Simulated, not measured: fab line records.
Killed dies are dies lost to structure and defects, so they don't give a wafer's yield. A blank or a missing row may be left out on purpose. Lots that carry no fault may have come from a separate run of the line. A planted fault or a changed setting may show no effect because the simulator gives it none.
Split-lot trial | flow n5-finfet | 39 wafers read from 7 lots, route of 1938 steps

== ABOUT THE SPLIT ==
At N5_SDB_HM_DEP_00 (deposits SiNx from SiH4/NH3/N2, target thk 40 nm, time 35.3 s), the setting time-s was moved away from the recipe's 35.3 s on 15 of the 39 wafers read, by -39.7% to +46.0%. The other wafers ran this setting at the recipe's value.

== FROM THE SPLIT TO THE READING: what the file shows between them, 4 steps ==
- N5_SDB_COAT_03: time 60 s, resist thk 100 nm
- N5_SDB_COAT_04: time 60 s, resist thk 18 nm
- N5_SDB_STRIP_19: strips in N2/H2
- N5_SDB_STRIP_21: strips in CF4

== THE READING ==
oes-product-au, in a.u., at N5_SDB_HM_OPEN_20 (chemistry CH3F/O2, target SiNx, stops on poly-Si, target depth 24 nm). Typical for fault-free wafers on this fab line: 0.62 a.u., with standard deviation 0.053 a.u.

wafer  | tool, chamber at the split | time-s as run, s | against the recipe | oes-product-au, a.u. | against lot-mates on the recipe
L074.1 | pecvd-02, 0                | 27.57            | -21.9%             | 0.47                 | -0.14
L074.2 | pecvd-02, 1                | 35.3             | recipe             | 0.62                 | -
L074.3 | pecvd-02, 2                | 27.57            | -21.9%             | 0.53                 | -0.08
L074.4 | pecvd-02, 1                | 35.3             | recipe             | 0.58                 | -
L074.5 | pecvd-02, 2                | 27.57            | -21.9%             | 0.48                 | -0.13
L074.6 | pecvd-02, 0                | 35.3             | recipe             | 0.63                 | -
L075.1 | pecvd-01, 2                | 35.3             | recipe             | 0.60                 | -
L075.2 | pecvd-01, 1                | 35.3             | recipe             | 0.58                 | -
L075.3 | pecvd-01, 0                | 35.3             | recipe             | 0.61                 | -
L075.4 | pecvd-01, 1                | 35.3             | recipe             | 0.71                 | -
L075.5 | pecvd-01, 2                | 35.3             | recipe             | 0.61                 | -
L075.6 | pecvd-01, 0                | 35.3             | recipe             | 0.69                 | -
L078.1 | pecvd-04, 0,1              | 50.64            | +43.5%             | 0.74                 | +0.12
L078.2 | pecvd-04, 0,1              | 50.64            | +43.5%             | 0.81                 | +0.19
L078.3 | pecvd-04, 2                | 35.3             | recipe             | 0.58                 | -
L078.4 | pecvd-04, 1                | 50.64            | +43.5%             | 0.79                 | +0.17
L078.5 | pecvd-04, 0                | 35.3             | recipe             | 0.67                 | -
L078.6 | pecvd-04, 2                | 35.3             | recipe             | 0.60                 | -
L083.1 | pecvd-04, 2                | 21.28            | -39.7%             | 0.36                 | -0.27
L083.2 | pecvd-04, 0                | 35.3             | recipe             | 0.61                 | -
L083.3 | pecvd-04, 1                | 35.3             | recipe             | 0.59                 | -
L083.4 | pecvd-04, 0                | 21.28            | -39.7%             | 0.44                 | -0.19
L083.5 | pecvd-04, 2                | 35.3             | recipe             | 0.68                 | -
L083.6 | pecvd-04, 1                | 21.28            | -39.7%             | 0.39                 | -0.24
L088.1 | pecvd-04, 2                | 35.3             | recipe             | 0.56                 | -
L088.2 | pecvd-04, 0                | 47.27            | +33.9%             | 0.71                 | +0.10
L088.3 | pecvd-04, 1                | 47.27            | +33.9%             | 0.80                 | +0.19
L088.4 | pecvd-04, 1                | 47.27            | +33.9%             | 0.73                 | +0.12
L088.5 | pecvd-04, 2                | 35.3             | recipe             | 0.68                 | -
L088.6 | pecvd-04, 0                | 35.3             | recipe             | 0.60                 | -
L089.2 | pecvd-01, 2                | 35.3             | recipe             | 0.61                 | -
L089.4 | pecvd-01, 2                | 35.3             | recipe             | 0.58                 | -
L089.5 | pecvd-01, 0                | 35.3             | recipe             | 0.58                 | -
L093.1 | pecvd-02, 1                | 51.53            | +46.0%             | 0.79                 | +0.21
L093.2 | pecvd-02, 2                | 35.3             | recipe             | 0.58                 | -
L093.3 | pecvd-02, 1                | 51.53            | +46.0%             | 0.70                 | +0.12
L093.4 | pecvd-02, 2                | 51.53            | +46.0%             | 0.68                 | +0.10
L093.5 | pecvd-02, 2                | 35.3             | recipe             | 0.59                 | -
L093.6 | pecvd-02, 1                | 35.3             | recipe             | 0.57                 | -
Where a row lists several chambers, the file gives one row for several wafers and doesn't say which wafer went through which chamber.

THE FIT
A straight line over all 39 wafers: oes-product-au changes by +0.00401 a.u. for each +1% of time-s; r = +0.90; the points scatter about the line by 0.047 a.u.
The same after taking each lot's own level away (the mean of its wafers on the recipe; 39 wafers): +0.00426 a.u. for each +1%; r = +0.92; scatter 0.043 a.u.
The reading moves by 0.2 a.u. for the largest change in time-s, on that fit.
Measured against the standard deviation above, the lots' own levels, which go from 0.580 to 0.633 a.u., span 1.0 times it.
So the lot-to-lot level changes the slope little: the two slopes agree.
Check: for one of the wafers moved furthest among these (+46.0%), held out of the fit, the line's prediction against its lot-mates is +0.179 a.u. Against them it came out at +0.21 a.u.

== OTHER SPLITS APPLIED TO THESE WAFERS ==
These wafers also went through other splits before the reading. Each is held against what the fit with the lots' levels taken away leaves over:
other split on the same wafers        | wafers away from the commonest value | r with oes-product-au (lot level and that fit taken away)
N5_FIN_SAQP_SPACER1_ALD_24 ald-cycles | 15                                   | +0.06

== THE WHOLE CHAIN: every reading that the file lists as answering this split, in the file's order ==
step              | what it does                                                         | reading                                                                       | change (the file's fit)                   | r (the file's)
N5_SDB_HM_DEP_00  | deposits SiNx from SiH4/NH3/N2, target thk 40 nm, time 35.3 s        | SiNx_of_SDB_HM_DEP_00.thk-nm (the simulator's own value, which no gauge read) | +0.396 nm for each +1% of the setting     | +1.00
N5_SDB_HM_OPEN_20 | chemistry CH3F/O2, target SiNx, stops on poly-Si, target depth 24 nm | oes-product-au                                                                | +0.00417 a.u. for each +1% of the setting | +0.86
N5_SDB_HM_OPEN_20 | chemistry CH3F/O2, target SiNx, stops on poly-Si, target depth 24 nm | etch.depth-nm (the simulator's own value, which no gauge read)                | +0.268 nm for each +1% of the setting     | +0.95

== THE FILE'S OWN FIT ==
oes-product-au changes by +0.00417 a.u. for each +1% of time-s, r = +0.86.
